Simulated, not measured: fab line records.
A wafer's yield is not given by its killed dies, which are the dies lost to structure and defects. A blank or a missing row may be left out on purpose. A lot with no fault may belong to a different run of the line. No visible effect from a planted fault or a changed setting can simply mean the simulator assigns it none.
Chamber matching || flow n5_finfet || uv_cure-01 running N5_BEOL_M5_CURE_80: 3 sister chambers
The step cures SiCOH lowk, time 120 s. 3 wafers are shown with their chamber, then 9 later ones without.

== EACH WAFER AND ITS CHAMBER ==
{"wafer": "L083.6", "chamber": 2, "wafer_temp_C_max": 371.6}
{"wafer": "L084.6", "chamber": 1, "wafer_temp_C_max": 370.9}
{"wafer": "L085.5", "chamber": 0, "wafer_temp_C_max": 372.4}

== WAFERS WHOSE CHAMBER IS MISSING ==
{"wafer": "L087.3", "wafer_temp_C_max": 371.8}
{"wafer": "L087.4", "wafer_temp_C_max": 371.6}
{"wafer": "L087.5", "wafer_temp_C_max": 371.6}
{"wafer": "L089.1", "wafer_temp_C_max": 371.7}
{"wafer": "L089.3", "wafer_temp_C_max": 372.2}
{"wafer": "L089.5", "wafer_temp_C_max": 371.7}
{"wafer": "L091.1", "wafer_temp_C_max": 371.5}
{"wafer": "L091.4", "wafer_temp_C_max": 371.1}
{"wafer": "L091.5", "wafer_temp_C_max": 371.1}

== WHICH CHAMBER EACH WENT THROUGH ==
{"wafer": "L087.3", "from the rows above": 2, "in truth": 2}
{"wafer": "L087.4", "from the rows above": 2, "in truth": 2}
{"wafer": "L087.5", "from the rows above": 2, "in truth": 2}
{"wafer": "L089.1", "from the rows above": 2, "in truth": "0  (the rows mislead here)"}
{"wafer": "L089.3", "from the rows above": 0, "in truth": 0}
{"wafer": "L089.5", "from the rows above": 2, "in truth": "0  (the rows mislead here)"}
{"wafer": "L091.1", "from the rows above": 2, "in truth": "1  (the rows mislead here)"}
{"wafer": "L091.4", "from the rows above": 1, "in truth": 1}
{"wafer": "L091.5", "from the rows above": 1, "in truth": 1}
Placed correctly: 6 of 9. Not placeable from these rows: 0. Number placed wrongly: 3.
How it was worked out, from the rows above alone: a wafer's distance from a chamber is the root of the sum, over the readings, of the square of ((its reading less the chamber's mean) divided by the reading's scatter). If the next closest chamber is less than 2 further off than the closest, the wafer can't be placed; otherwise it belongs to the closest. A chamber's mean is the mean of its shown wafers. The scatter: with one shown wafer a chamber, the root of the mean of the squares of how far each hidden wafer lies from its nearest shown one.
